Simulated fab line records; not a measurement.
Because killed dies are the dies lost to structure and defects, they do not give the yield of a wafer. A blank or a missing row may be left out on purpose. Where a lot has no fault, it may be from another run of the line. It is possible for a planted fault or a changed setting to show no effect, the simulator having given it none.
Code-filled problem report in 8D (eight disciplines) form    flow nandHarc    the parts of the form that need people (team, actions taken, sign-off) are left out

1. WHAT WENT WRONG
Wafers without a fault read 720.2 nm, standard deviation 2.5; cdNm at NHARC_P_ZERO_WELL_CD_MEAS_37 reads a mean of 787.2 nm on 9 wafers belonging to 3 lots. That puts it +27 standard deviations away from the usual mean.
The step: target cd 720 nm.
Seen first at day 3 04:08 on cdSem-03, wafer L696.2. The record has a number at this step for 36 wafers belonging to 12 lots. By rule, "out" or "out of limits" means more than 4 standard deviations away from the usual mean. All remaining wafers that have a number are taken as sound.

2. WHAT IT IS, WHAT IT ISN'T
question                     is                      is not
which readings at this step  cdNm                    -
which lots                   L696, L698, L699        L690, L692, L693, L695, L703, L707, L708, L710, L713
which wafers of those lots   all that have a number  -
read on which gauges         cdSem-02, cdSem-03      cdSem-01
when                         from day 3 04:08        up to then (12 sound wafers); but 15 sound wafers of L703, L707, L708, L710, L713 came after

3. WHAT RULES OUT EACH SUSPECT
Counting: a tool at any process step up to the reading remains a suspect when it ran all the lots that are out and ran no sound lot after the first of those.
- ruled out: the gauge at NHARC_P_ZERO_WELL_CD_MEAS_37. The wafers that are out were read on 2 gauges (cdSem-02, cdSem-03).
- krfScanner-02 at NHARC_P_ZERO_WELL_EXPOSE_34 (exposes mask P PWELL, target cd 720 nm): kept. It processed each lot that is out, first L696 at day 3 03:59, and no sound lot thereafter; up to then, the last sound lot it processed was L693 at day 2 09:56. Its own readings are out on those wafers: exposureDoseMJCm2.
After counting, what remains is krfScanner-02 at NHARC_P_ZERO_WELL_EXPOSE_34.

4. THE CAUSE (what the simulator had put in)
Process parameter drift: krfScanner-02, from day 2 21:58 on, at NHARC_P_ZERO_WELL_EXPOSE_34. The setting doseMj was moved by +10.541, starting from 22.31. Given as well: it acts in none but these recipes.
The count eliminated every tool but this one.

5. SEQUENCE OF EFFECTS, ordered by route
Each row: a reading where the mean over the struck wafers with a number is more than 3 standard deviations away from the usual. Readings are gone through only where the record gives a usual standard deviation; hours: the median, over the lots, of the time from a lot's start at the first step in this table giving one to that lot's start at this step; sigmas: the change measured in usual standard deviations.
hours  step                          reading            usual     on struck wafers  change   sigmas
0      NHARC_P_ZERO_WELL_EXPOSE_34   exposureDoseMJCm2  22.307    32.861            +10.554  +99 or more
0      NHARC_P_ZERO_WELL_CD_MEAS_37  cdNm               720.2 nm  787.2             +67.0    +27
431    NHARC_END_SORT_01             killedAtPeriphery  2.9       11.7              +8.8     +4.4
Here are the process steps it includes:
- NHARC_P_ZERO_WELL_EXPOSE_34: exposes mask P PWELL, target cd 720 nm.

6. HOW IT WOULD HAVE BEEN CAUGHT EARLIER
The first out-of-limits reading at a measuring or inspecting step in this record came at day 3 04:08, 6 hours after the fault's start at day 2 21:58.
At NHARC_P_ZERO_WELL_EXPOSE_34, the tool's own readings (exposureDoseMJCm2) were out on each struck wafer the step has a row for, so an alarm limit on them would have fired on the first such wafer.
Among the 3 lots that are out, L698, L699 began NHARC_P_ZERO_WELL_EXPOSE_34 on krfScanner-02 after day 3 04:08. A hold on the tool at that time would have spared those 2.
